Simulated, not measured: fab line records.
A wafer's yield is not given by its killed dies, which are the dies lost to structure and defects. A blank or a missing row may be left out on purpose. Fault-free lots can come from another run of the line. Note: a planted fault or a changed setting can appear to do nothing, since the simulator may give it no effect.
fab line records    flow nandHarc
record lots=14  wafers=42  lastDay=33
route steps=1302 shown A_M0@1168 A_M1@1180
lots that met no fault: taken from a fault-free run of the same line
startH: hours from the record's first day to the start of the lot's first wafer shown    waitH: how many hours have passed since the lot's step before this one    " the same as in the row above    L1.1+2: a single row standing in for several wafers    - either no value or no given start    * or withheld: withheld    < > ~ a bound
route shown NAME@n: a module of which the file shows steps, and the number in the route of the first    usual: mean/standard deviation taken from wafers without a fault    same: alike in all rows    chamber/n: place in a boat    sites: the reading at each site    _std_site: standard deviation of those values    _edge_site: mean of outer sites minus mean of inner sites    radiusMm: how far each site lies from the wafer's centre    mask NAME#n: copy n    behind: tool/chamber where the wafer was last shaped    hold: why the lot was held/for how many hours/how that ended    device: names the non-switching transistor (n, p or np)    end of line: tests of these same wafers at the route's end    where a step has no rows: the recipe by itself    killed: at the first sort, the dies lost to defects and structure; wafer yield is something else    map: a wafer's dies, marking killed ones x, the rest . and places with no die _
set.NAME: the setting as run; set.NAME@STEP: as run at that earlier step    model.NAME: the simulator's own value behind a step, which no gauge read
steps of the route over a sample of lots; a table a step, a row a wafer
services: a tool's chamber out of use, with start hour (startH, from the record's first day; less than 0 if before it), hours out, and reason
## steps
# step NHARC_A_M0_DEP_32
# recipe targetThkA=300  tempC=370  targetThkNm=30  pressureTorr=3  flowSccm=200  rfW=450  material=SiCN
# usual heaterPowerW=598/54  susceptorTempC=369.97/0.19
lot.wafer  tool      chamber  startH  waitH  heaterPowerW  susceptorTempC
L919.1     pecvd-04  0        535.31  0.1    651           369.91
L919.6     "         2        "       "      541           369.67
L919.5     "         0        "       "      650           369.87
L923.1     pecvd-02  2        554.90  0.1    560           370.04
L923.4     "         2        "       "      568           370.02
L923.5     "         0        "       "      543           369.79
L925.2     pecvd-04  1        566.07  0.1    661           370.09
L925.1     "         0        "       "      596           369.78
L925.6     "         1        "       "      651           369.91
L924.1     pecvd-02  0        568.29  0.1    590           369.77
L924.3     "         2        "       "      578           369.91
L924.6     "         1        "       "      590           369.71
L922.1     pecvd-03  1        575.09  0.1    624           370.02
L922.6     "         1        "       "      605           369.92
L922.5     "         2        "       "      557           370.11
L926.3     pecvd-04  0        589.60  0.1    609           370.04
L926.1     "         1        "       "      668           370.50
L926.4     "         0        "       "      626           370.07
L927.2     pecvd-03  1        593.36  0.1    595           370.11
L927.1     "         2        "       "      528           370.06
L927.3     "         1        "       "      589           369.79
L928.3     pecvd-03  1        608.52  0.1    601           369.84
L928.5     "         2        "       "      541           370.02
L928.4     "         0        "       "      663           369.87
L929.3     pecvd-03  1        625.08  0.1    595           370.29
L929.2     "         0        "       "      619           370.00
L929.6     "         1        "       "      595           370.22
L934.3     pecvd-04  2        659.82  0.1    707           369.91
L934.5     "         1        "       "      592           369.66
L934.4     "         0        "       "      648           370.28
L935.1     pecvd-04  0        661.29  0.1    615           370.18
L935.5     "         1        "       "      555           369.86
L935.6     "         2        "       "      625           369.82
L932.2     pecvd-03  0        662.65  0.1    637           370.00
L932.5     "         1        "       "      547           370.35
L932.4     "         0        "       "      638           369.92
L941.4     pecvd-02  0        735.69  0.2    504           370.43
L941.6     "         1        "       "      509           370.21
L941.5     "         2        "       "      544           370.08
L942.1     pecvd-04  1        748.49  0.1    599           370.19
L942.6     "         1        "       "      605           370.28
L942.4     "         0        "       "      629           369.64
# step NHARC_A_M1_OVL_MEAS_10
# recipe pitchNm=240
# usual overlayXNm=0.1/0.83  overlayYNm=0.0/0.86
lot.wafer  tool        chamber  startH  waitH  overlayXNm  overlayYNm
L919.1     overlay-02  -        536.64  -      0.6         0.2
L919.5     "           -        "       "      -0.1        0.1
L919.6     "           -        "       "      0.6         0.3
L923.1     overlay-01  -        556.17  -      -0.6        0.1
L923.4     "           -        "       "      -1.0        0.1
L923.5     "           -        "       "      -0.6        -0.2
L925.1     overlay-02  -        567.40  -      -1.0        1.5
L925.2     "           -        "       "      -0.8        1.1
L925.6     "           -        "       "      -1.1        1.3
L924.1     overlay-01  -        569.61  -      -0.3        -0.5
L924.3     "           -        "       "      0.1         0.1
L924.6     "           -        "       "      0.1         -0.5
L922.1     overlay-02  -        576.44  -      -0.5        -0.6
L922.5     "           -        "       "      0.0         0.1
L922.6     "           -        "       "      1.1         -0.4
L926.1     overlay-01  -        590.94  -      0.1         0.1
L926.3     "           -        "       "      0.1         -0.5
L926.4     "           -        "       "      0.1         -0.7
L927.1     overlay-02  -        595.41  -      -0.6        -0.9
L927.2     "           -        "       "      -0.7        -0.8
L927.3     "           -        "       "      -0.7        -0.5
L928.3     overlay-02  -        609.86  -      -0.2        0.2
L928.4     "           -        "       "      0.0         0.6
L928.5     "           -        "       "      -0.2        -0.2
L929.2     overlay-02  -        626.40  -      -1.5        0.9
L929.3     "           -        "       "      -1.5        1.6
L929.6     "           -        "       "      -1.0        2.0
L934.3     overlay-01  -        661.11  -      -0.9        -0.3
L934.4     "           -        "       "      -1.0        -0.3
L934.5     "           -        "       "      -0.9        -0.7
L935.1     overlay-02  -        662.41  -      -1.0        0.2
L935.5     "           -        "       "      -0.8        0.6
L935.6     "           -        "       "      -1.3        0.1
L932.2     overlay-01  -        663.88  -      -0.7        -0.4
L932.4     "           -        "       "      -0.8        0.3
L932.5     "           -        "       "      -0.8        -0.4
L941.4     overlay-02  -        736.90  -      0.9         0.8
L941.5     "           -        "       "      0.6         0.3
L941.6     "           -        "       "      0.9         0.8
L942.1     overlay-02  -        749.83  -      1.9         1.3
L942.4     "           -        "       "      2.0         0.9
L942.6     "           -        "       "      1.5         0.5
# step NHARC_A_M1_PVD_20
# recipe targetThkA=50  biasV=168.6  powerW=15000  chamberPressurePa=0.12  timeS=8.06  substrateTempC=50  material=TaN
# usual biasV=168.7/1.6  cathodeDcPowerW=15000/2.6  throttleValvePct=30.4/0.82
lot.wafer  tool           chamber  startH  waitH  biasV  cathodeDcPowerW  throttleValvePct
L919.1     pvdSputter-02  -        537.86  -      166.5  14998            29.1
L919.6     "              -        "       "      167.7  14997            29.1
L919.5     "              -        "       "      167.3  15003            31.5
L923.4     pvdSputter-03  -        557.40  -      166.4  14999            29.3
L923.1     "              -        "       "      171.9  14998            29.6
L923.5     "              -        "       "      167.4  15004            29.1
L925.1     pvdSputter-01  -        568.70  -      169.7  15003            30.1
L925.2     "              -        "       "      169.4  14999            30.0
L925.6     "              -        "       "      169.3  15003            30.4
L924.3     pvdSputter-02  -        570.89  -      171.5  15001            29.2
L924.1     "              -        "       "      167.6  15000            31.8
L924.6     "              -        "       "      169.7  14999            30.6
L922.1     pvdSputter-03  -        577.69  -      167.4  15000            30.6
L922.6     "              -        "       "      164.9  15002            30.4
L922.5     "              -        "       "      170.3  14998            30.4
L926.4     pvdSputter-03  -        592.17  -      167.0  15001            30.3
L926.1     "              -        "       "      171.0  15001            30.3
L926.3     "              -        "       "      167.9  14998            29.4
L927.1     pvdSputter-01  -        596.68  -      170.5  15004            31.4
L927.2     "              -        "       "      169.9  15004            30.3
L927.3     "              -        "       "      167.2  15000            30.8
L928.3     pvdSputter-03  -        611.16  -      168.6  15000            29.8
L928.4     "              -        "       "      167.6  14997            29.9
L928.5     "              -        "       "      169.5  15001            30.4
L929.3     pvdSputter-01  -        628.06  -      168.1  14998            30.9
L929.2     "              -        "       "      168.5  15005            31.4
L929.6     "              -        "       "      170.7  14994            30.0
L934.4     pvdSputter-02  -        662.33  -      -      -                -
L934.3     "              -        "       "      -      -                -
L934.5     "              -        "       "      -      -                -
L935.1     pvdSputter-03  -        663.69  -      -      -                -
L935.5     "              -        "       "      -      -                -
L935.6     "              -        "       "      -      -                -
L932.2     pvdSputter-02  -        665.13  -      170.1  15000            31.5
L932.4     "              -        "       "      168.2  15000            28.6
L932.5     "              -        "       "      170.3  14997            31.5
L941.4     pvdSputter-03  -        738.15  -      168.7  14997            31.4
L941.6     "              -        "       "      168.6  15000            28.5
L941.5     "              -        "       "      168.9  15001            31.5
L942.1     pvdSputter-02  -        751.06  -      170.5  14999            31.6
L942.4     "              -        "       "      171.5  15000            31.3
L942.6     "              -        "       "      169.4  15001            32.0
# step NHARC_A_M1_PVD_21
# recipe targetThkA=300  chamberPressurePa=5  powerW=5000  substrateTempC=30  timeS=20.49  material=Cu
# usual cathodeDcPowerW=5000.0/0.89  chamberPressurePa=5.000/0.0098  throttleValvePct=30.4/0.82
lot.wafer  tool           chamber  startH  waitH  cathodeDcPowerW  chamberPressurePa  throttleValvePct
L919.1     pvdSputter-02  -        -       -      5001.2           4.989              30.7
L919.5     "              -        "       "      5000.0           4.988              31.5
L919.6     "              -        "       "      5000.6           5.002              30.8
L923.4     pvdSputter-03  -        -       -      4999.5           5.003              30.1
L923.1     "              -        "       "      5000.3           5.020              29.3
L923.5     "              -        "       "      5000.1           5.003              30.3
L925.2     pvdSputter-01  -        -       -      5000.6           4.998              30.5
L925.1     "              -        "       "      4999.0           4.995              29.9
L925.6     "              -        "       "      4999.6           4.994              30.8
L924.3     pvdSputter-02  -        -       -      5000.6           5.013              31.0
L924.1     "              -        "       "      4999.4           5.020              29.0
L924.6     "              -        "       "      4999.1           5.014              31.1
L922.1     pvdSputter-03  -        -       -      4998.6           4.987              30.0
L922.6     "              -        "       "      4999.0           5.011              29.4
L922.5     "              -        "       "      4999.9           5.008              30.0
L926.3     pvdSputter-03  -        -       -      5001.6           5.013              30.5
L926.4     "              -        "       "      5000.4           5.001              29.2
L926.1     "              -        "       "      5000.3           5.013              29.8
L927.3     pvdSputter-01  -        -       -      4997.8           4.980              31.4
L927.1     "              -        "       "      5000.8           4.995              30.6
L927.2     "              -        "       "      5000.6           5.004              30.1
L928.4     pvdSputter-03  -        -       -      5000.9           4.987              29.4
L928.3     "              -        "       "      5000.0           5.007              30.3
L928.5     "              -        "       "      5000.4           5.000              29.4
L929.2     pvdSputter-01  -        -       -      5000.6           4.994              30.5
L929.3     "              -        "       "      4999.9           5.010              31.2
L929.6     "              -        "       "      4999.1           4.995              30.1
L934.4     pvdSputter-02  -        -       -      4999.7           5.002              30.9
L934.3     "              -        "       "      5000.2           4.995              31.7
L934.5     "              -        "       "      5000.4           4.994              31.6
L935.1     pvdSputter-03  -        -       -      4999.3           4.982              30.3
L935.6     "              -        "       "      4999.6           5.001              29.4
L935.5     "              -        "       "      4999.2           5.014              29.9
L932.2     pvdSputter-02  -        -       -      5000.4           4.985              28.4
L932.4     "              -        "       "      4999.9           5.012              31.8
L932.5     "              -        "       "      4999.5           4.988              28.7
L941.4     pvdSputter-03  -        -       -      5000.4           4.991              29.6
L941.5     "              -        "       "      5000.2           4.997              29.0
L941.6     "              -        "       "      4999.9           4.994              31.4
L942.4     pvdSputter-02  -        -       -      5001.5           5.001              31.8
L942.1     "              -        "       "      5001.2           5.001              31.2
L942.6     "              -        "       "      4999.6           5.003              31.6
## services
tool           chamber  startH  hours  kind
pecvd-04       2        517.87  4.0    repair
pvdSputter-03  -        535.22  10.0   pm
pecvd-03       -        547.69  13.0   pm
pecvd-03       0        547.69  13.0   ventCycle
pecvd-03       1        547.69  13.0   ventCycle
pecvd-03       2        547.69  13.0   ventCycle
pvdSputter-01  -        553.70  2.7    repair
pecvd-03       0        568.05  28.5   repair
pvdSputter-01  -        570.31  2.8    repair
pvdSputter-01  -        582.00  10.0   pm
pecvd-02       -        612.69  13.0   pm
pecvd-04       -        631.00  13.0   pm
pecvd-04       0        631.00  13.0   ventCycle
pecvd-04       1        631.00  13.0   ventCycle
pecvd-04       2        631.00  13.0   ventCycle
pvdSputter-02  -        638.07  10.0   pm
pecvd-02       1        642.69  4.1    repair
pecvd-04       0        644.00  -      clean
pecvd-04       1        644.00  -      clean
pecvd-04       2        644.00  -      clean
pecvd-02       1        658.17  4.2    repair
pvdSputter-03  -        713.22  10.0   pm
pecvd-03       -        728.69  13.0   pm
pecvd-02       0        736.49  4.0    repair
## key
firstSign step=NHARC_A_M1_PVD_20  reading=toolRecord  direction=missing
effect none on later readings
metAt NHARC_A_M1_PVD_20
struckLots L934,L935
laterRowsLeftOut L934.3,L934.4,L934.5,L935.1,L935.5,L935.6
sortLeftOut L934.3,L934.4,L934.5,L935.1,L935.5,L935.6
notActingAt NHARC_A_M0_DEP_32,NHARC_A_M1_OVL_MEAS_10,NHARC_A_M1_PVD_21
onsetBetween 611.16 662.33
fault kind=skippedStepWhole  tool=pvdSputter-02,pvdSputter-03  chamber=-  onsetH=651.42  steps=NHARC_A_M1_PVD_20  scope=struckLotsOnly
# sortLeftOut: the simulated sort isn't trusted on such a fault, so these wafers' sort isn't shown, and their yield isn't known
# laterRowsLeftOut: the simulator's readings of these wafers behind a module that went badly wrong aren't trusted and aren't shown, but for the sort
